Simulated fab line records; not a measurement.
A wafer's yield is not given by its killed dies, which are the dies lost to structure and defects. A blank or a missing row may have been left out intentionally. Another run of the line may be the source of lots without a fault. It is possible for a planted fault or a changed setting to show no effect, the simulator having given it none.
Which of the tools did it? | flow n5Finfet | 24 lots, 72 wafers sampled, at 5 steps of a route of 1938

## WHAT THE GAUGES SHOWED, per wafer
N5_BEOL_M11_RS_MEAS_57: measures by four-point-probe.
lot  | measured     | on           | M11_RS (ohm/sq)
L074 | day 10 20:56 | filmMetro-01 | 0.1474 0.1482 0.1482
L076 | day 11 00:10 | filmMetro-02 | 0.1467 0.1473 0.1482
L075 | day 11 07:51 | filmMetro-02 | 0.1543 0.1487 0.1532
L077 | day 11 16:13 | filmMetro-02 | 0.1516 0.1531 0.1481
L078 | day 11 17:16 | filmMetro-02 | 0.1511 0.1534 0.1524
L079 | day 12 02:47 | filmMetro-02 | 0.1491 0.1523 0.1520
L080 | day 12 08:38 | filmMetro-01 | 0.1473 0.1511 0.1520
L081 | day 12 16:03 | filmMetro-01 | 0.1464 0.1467 0.1448
L083 | day 12 22:13 | filmMetro-02 | 0.1522 0.1504 0.1486
L082 | day 12 23:05 | filmMetro-02 | 0.1475 0.1469 0.1472
L084 | day 13 07:32 | filmMetro-02 | 0.1506 0.1493 0.1513
L085 | day 14 05:13 | filmMetro-01 | 0.1485 0.1481 0.1493
L086 | day 14 05:40 | filmMetro-02 | 0.1558 0.1559 0.1511
L088 | day 14 07:12 | filmMetro-02 | 0.1473 0.1504 0.1495
L087 | day 14 10:04 | filmMetro-02 | 0.1513 0.1538 0.1513
L091 | day 14 10:14 | filmMetro-01 | 0.1483 0.1562 0.1517
L090 | day 14 18:22 | filmMetro-01 | 0.1513 0.1486 0.1477
L089 | day 14 19:59 | filmMetro-02 | 0.1482 0.1510 0.1512
L094 | day 15 16:40 | filmMetro-01 | 0.1485 0.1492 0.1503
L092 | day 15 17:28 | filmMetro-01 | 0.1574 0.1529 0.1526
L093 | day 15 22:02 | filmMetro-01 | 0.1528 0.1495 0.1522
L095 | day 15 22:20 | filmMetro-01 | 0.1530 0.1497 0.1492
L097 | day 16 09:37 | filmMetro-01 | 0.1500 0.1500 0.1503
L096 | day 16 11:24 | filmMetro-01 | 0.1534 0.1532 0.1544

N5_BEOL_M12_OVL_MEAS_11.
lot  | measured     | on         | V11_OVL (nm)
L074 | day 10 21:38 | overlay-02 | 6 -5 -1
L076 | day 11 00:49 | overlay-01 | -5 -4 -4
L075 | day 11 08:30 | overlay-01 | -4 -1 -5
L077 | day 11 17:19 | overlay-02 | 0 3 -1
L078 | day 11 17:56 | overlay-02 | 2 -6 0
L079 | day 12 03:19 | overlay-01 | -8 1 0
L080 | day 12 09:10 | overlay-02 | -7 -17 -8
L081 | day 12 16:35 | overlay-02 | -4 -6 1
L083 | day 12 22:52 | overlay-02 | -10 -3 -3
L082 | day 12 23:37 | overlay-02 | 9 7 5
L084 | day 13 08:15 | overlay-01 | 4 6 3
L085 | day 14 05:52 | overlay-02 | 2 0 -6
L086 | day 14 06:19 | overlay-01 | -4 -3 4
L088 | day 14 07:44 | overlay-01 | -8 -3 -3
L087 | day 14 10:35 | overlay-01 | -1 -9 1
L091 | day 14 10:49 | overlay-02 | -12 -12 -4
L090 | day 14 18:54 | overlay-01 | 9 -2 5
L089 | day 14 20:38 | overlay-01 | -2 2 4
L094 | day 15 17:20 | overlay-01 | 0 -5 -4
L092 | day 15 18:07 | overlay-02 | -2 5 9
L093 | day 15 22:35 | overlay-01 | 1 -7 0
L095 | day 15 22:59 | overlay-02 | 1 1 -2
L097 | day 16 10:08 | overlay-02 | 1 -8 -6
L096 | day 16 12:03 | overlay-02 | -3 6 4

N5_BEOL_M13_CD_MEAS_17: target cd 190 nm.
lot  | measured     | on       | cdNm (nm)
L074 | day 11 08:49 | cdSem-01 | 193.2 190.4 191.9
L076 | day 11 06:11 | cdSem-03 | 191.6 192.7 194.9
L075 | day 11 13:27 | cdSem-01 | 190.4 190.8 191.1
L077 | day 11 22:30 | cdSem-01 | 189.7 190.6 191.5
L078 | day 12 03:47 | cdSem-01 | 195.5 192.1 193.5
L079 | day 12 12:50 | cdSem-03 | 188.0 193.4 189.5
L080 | day 12 14:41 | cdSem-01 | 192.1 192.2 189.5
L081 | day 13 00:03 | cdSem-03 | 193.1 193.3 193.1
L083 | day 13 07:47 | cdSem-03 | 191.6 193.9 191.4
L082 | day 13 08:10 | cdSem-02 | 191.3 189.7 191.8
L084 | day 13 13:23 | cdSem-02 | 188.9 190.2 191.6
L085 | day 14 12:17 | cdSem-03 | 193.1 191.6 190.2
L086 | day 14 12:41 | cdSem-02 | 190.1 189.5 190.6
L088 | day 14 13:16 | cdSem-03 | 192.5 191.4 190.7
L087 | day 14 19:47 | cdSem-03 | 190.2 192.4 190.2
L091 | day 14 15:36 | cdSem-02 | 190.4 188.2 191.2
L090 | day 15 00:48 | cdSem-03 | 192.6 190.9 192.3
L089 | day 15 03:05 | cdSem-02 | 193.5 190.1 192.4
L094 | day 16 00:02 | cdSem-03 | 194.9 192.9 190.0
L092 | day 16 03:06 | cdSem-02 | 191.8 191.5 189.6
L093 | day 16 03:37 | cdSem-01 | 189.4 188.7 192.3
L095 | day 16 03:55 | cdSem-03 | 191.5 189.9 191.1
L097 | day 16 16:36 | cdSem-02 | 189.6 190.1 189.4
L096 | day 16 17:56 | cdSem-01 | 189.8 189.6 190.5

## WHICH TOOL RAN EACH LOT (tool, then ch and the chambers of the sampled wafers, then the start)
lot  | N5_BEOL_M12_SPUTTER_43      | N5_BEOL_M13_STRIP_63
L074 | pvdSputter-01, day 11 06:21 | plasmaAsher-02 ch 0, day 11 08:36
L076 | pvdSputter-01, day 11 03:21 | plasmaAsher-01 ch 0,1, day 11 05:59
L075 | pvdSputter-01, day 11 11:08 | plasmaAsher-02 ch 0,1, day 11 13:15
L077 | pvdSputter-03, day 11 20:14 | plasmaAsher-02 ch 0,1, day 11 22:18
L078 | pvdSputter-02, day 12 01:29 | plasmaAsher-01 ch 0,1, day 12 03:35
L079 | pvdSputter-01, day 12 10:11 | plasmaAsher-01 ch 0, day 12 12:37
L080 | pvdSputter-01, day 12 11:54 | plasmaAsher-01 ch 0, day 12 14:28
L081 | pvdSputter-02, day 12 21:03 | plasmaAsher-02 ch 0, day 12 23:49
L083 | pvdSputter-03, day 13 05:26 | plasmaAsher-01 ch 0,1, day 13 07:34
L082 | pvdSputter-03, day 13 05:45 | plasmaAsher-02 ch 0,1, day 13 07:58
L084 | pvdSputter-02, day 13 10:53 | plasmaAsher-02 ch 0,1, day 13 13:11
L085 | pvdSputter-03, day 14 09:52 | plasmaAsher-01 ch 0,1, day 14 12:05
L086 | pvdSputter-02, day 14 09:53 | plasmaAsher-01 ch 0,1, day 14 12:29
L088 | pvdSputter-01, day 14 09:55 | plasmaAsher-02 ch 0,1, day 14 13:03
L087 | pvdSputter-02, day 14 17:28 | plasmaAsher-01 ch 0,1, day 14 19:35
L091 | pvdSputter-02, day 14 13:20 | plasmaAsher-01 ch 0,1, day 14 15:24
L090 | pvdSputter-02, day 14 22:23 | plasmaAsher-01 ch 0,1, day 15 00:36
L089 | pvdSputter-01, day 15 00:11 | plasmaAsher-01 ch 0,1, day 15 02:53
L094 | pvdSputter-02, day 15 21:45 | plasmaAsher-02 ch 0,1, day 15 23:50
L092 | pvdSputter-02, day 16 00:41 | plasmaAsher-01 ch 0,1, day 16 02:53
L093 | pvdSputter-02, day 16 01:13 | plasmaAsher-01 ch 0,1, day 16 03:24
L095 | pvdSputter-03, day 16 01:36 | plasmaAsher-02 ch 0,1, day 16 03:43
L097 | pvdSputter-01, day 16 13:50 | plasmaAsher-01 ch 0,1, day 16 16:23
L096 | pvdSputter-01, day 16 15:00 | plasmaAsher-02 ch 0,1, day 16 17:44
- N5_BEOL_M12_SPUTTER_43: material TaN, target thk 15 nm, time 24.19 s.
- N5_BEOL_M13_STRIP_63: strips in N2/H2.

## WHAT THE TOOLS THEMSELVES READ (means of the sampled wafers that have a number; where no wafer has one, the mark that the record gives instead)
N5_BEOL_M12_SPUTTER_43.
lot  | tool          | susceptorTempC (C) | throttleValvePct (%)
L074 | pvdSputter-01 | 49.98              | 30.2
L076 | pvdSputter-01 | 50.06              | 29.9
L075 | pvdSputter-01 | 49.97              | 30.0
L077 | pvdSputter-03 | 49.99              | 30.5
L078 | pvdSputter-02 | 50.08              | 29.7
L079 | pvdSputter-01 | 50.03              | 29.9
L080 | pvdSputter-01 | 49.98              | 30.2
L081 | pvdSputter-02 | 49.91              | 30.4
L083 | pvdSputter-03 | 49.98              | 30.5
L082 | pvdSputter-03 | 49.86              | 29.8
L084 | pvdSputter-02 | 50.01              | 30.0
L085 | pvdSputter-03 | 50.02              | 30.0
L086 | pvdSputter-02 | 50.05              | 30.4
L088 | pvdSputter-01 | 49.96              | 30.4
L087 | pvdSputter-02 | 49.90              | 29.8
L091 | pvdSputter-02 | 49.91              | 29.6
L090 | pvdSputter-02 | 50.04              | 30.0
L089 | pvdSputter-01 | 50.07              | 30.0
L094 | pvdSputter-02 | 49.97              | 30.6
L092 | pvdSputter-02 | 50.06              | 30.5
L093 | pvdSputter-02 | 50.07              | 30.4
L095 | pvdSputter-03 | 50.02              | 30.1
L097 | pvdSputter-01 | 49.96              | 29.7
L096 | pvdSputter-01 | 50.09              | 30.3

N5_BEOL_M13_STRIP_63.
lot  | tool           | drypumpMotorCurrentA (A) | heaterPowerW (W) | oesProductAu (a.u.) | stripTimeToEndpointS (s)
L074 | plasmaAsher-02 | 5.2                      | 355              | 0.674               | 27.3
L076 | plasmaAsher-01 | 6.2                      | 344              | 0.674               | 27.3
L075 | plasmaAsher-02 | 5.2                      | 359              | 0.670               | 28.5
L077 | plasmaAsher-02 | 5.2                      | 359              | 0.677               | 28.3
L078 | plasmaAsher-01 | 6.3                      | 342              | 0.675               | 29.0
L079 | plasmaAsher-01 | 6.4                      | 336              | 0.667               | 26.6
L080 | plasmaAsher-01 | 6.4                      | 342              | 0.675               | 27.4
L081 | plasmaAsher-02 | 5.2                      | 359              | 0.676               | 27.8
L083 | plasmaAsher-01 | 6.3                      | 338              | 0.679               | 28.6
L082 | plasmaAsher-02 | 5.2                      | 357              | 0.677               | 27.9
L084 | plasmaAsher-02 | 5.2                      | 359              | 0.671               | 28.4
L085 | plasmaAsher-01 | 6.3                      | 342              | 0.675               | 28.0
L086 | plasmaAsher-01 | 6.3                      | 343              | 0.673               | 27.3
L088 | plasmaAsher-02 | 5.2                      | 358              | 0.672               | 28.1
L087 | plasmaAsher-01 | 6.1                      | 349              | 0.673               | 27.1
L091 | plasmaAsher-01 | 6.3                      | 346              | 0.674               | 28.8
L090 | plasmaAsher-01 | 6.2                      | 344              | 0.671               | 26.7
L089 | plasmaAsher-01 | 6.3                      | 344              | 0.676               | 27.0
L094 | plasmaAsher-02 | 5.2                      | 359              | 0.675               | 27.0
L092 | plasmaAsher-01 | 6.3                      | 348              | 0.677               | 29.0
L093 | plasmaAsher-01 | 6.1                      | 350              | 0.678               | 29.1
L095 | plasmaAsher-02 | 5.2                      | 358              | 0.674               | 28.0
L097 | plasmaAsher-01 | 6.3                      | 336              | 0.671               | 26.0
L096 | plasmaAsher-02 | 5.2                      | 359              | 0.667               | 27.0

## THE ANSWER, worked out from the rows above alone
Rule: the lots themselves supply what counts as usual. The widest of any qualifying gaps counts: lots, ordered by their means at a reading, are off when they make up no more than a third of the lots, leave a main group of 4 or more, and stand apart from it by 3 or more times the standard deviation of that group's means. A main group is skipped when, at the precision printed for the reading in the tables above, its means are all equal. Also off: a lot with no number at a reading for which 4 or more lots have one. The other lots that the step has rows for count as sound. The gauges are gone through in route order, then the tools' own readings, and for those a lot's mean is taken as printed above. At the first step where some lot is off, the reading lying furthest off is the one used; lots without a number count as furthest.
Nothing can be told from this: no lot is off at any reading shown.

## WHAT THE SIMULATOR HAD PUT IN
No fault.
